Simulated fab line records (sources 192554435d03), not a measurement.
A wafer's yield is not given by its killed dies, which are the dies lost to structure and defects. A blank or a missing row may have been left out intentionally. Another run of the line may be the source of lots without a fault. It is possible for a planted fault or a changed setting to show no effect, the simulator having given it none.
Matching of chambers	flow n5-finfet	4 sister chambers for N5_HKMG_FIN_HK_ALD_01 on ald-hk-03
The step deposits HfO2, target thk 1.6 nm, pulse time 3 s, purge time 3 s. 4 wafers are shown with their chamber, then 9 later ones without.

== EACH WAFER AND ITS CHAMBER ==
wafer	chamber	precursor-pulse-height-rel
L078.5	3	1.015
L087.1	1	0.981
L087.2	0	0.964
L087.3	2	1.039

== WAFERS WITHOUT THEIR CHAMBER ==
wafer	precursor-pulse-height-rel
L092.2	1.003
L092.4	1.037
L092.5	1.001
L097.1	1.022
L097.2	1.001
L097.3	1.022
L097.4	0.979
L097.5	1.044
L097.6	0.998

== THE CHAMBER EACH PASSED THROUGH ==
wafer	from the rows above	in truth
L092.2	can't be placed: 3 or 1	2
L092.4	can't be placed: 2 or 3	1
L092.5	can't be placed: 3 or 1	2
L097.1	can't be placed: 3 or 2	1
L097.2	can't be placed: 3 or 1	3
L097.3	can't be placed: 3 or 2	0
L097.4	can't be placed: 1 or 0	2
L097.5	2	2
L097.6	can't be placed: 3 or 1 or 0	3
Correctly placed: 1 of 9. These rows do not allow placing 8 (true chamber among the candidates in 2). 0 placed wrongly.
How it was worked out, from the rows above alone: a wafer's distance from a chamber is the root of the sum, over the readings, of the square of ((its reading less the chamber's mean) divided by the reading's scatter). If the next closest chamber is less than 2 further off than the closest, the wafer can't be placed; otherwise it belongs to the closest. A chamber's mean is the mean of its shown wafers. The scatter (one wafer shown for each chamber): square how far every hidden wafer sits from the nearest shown wafer, average those squares and take the square root.
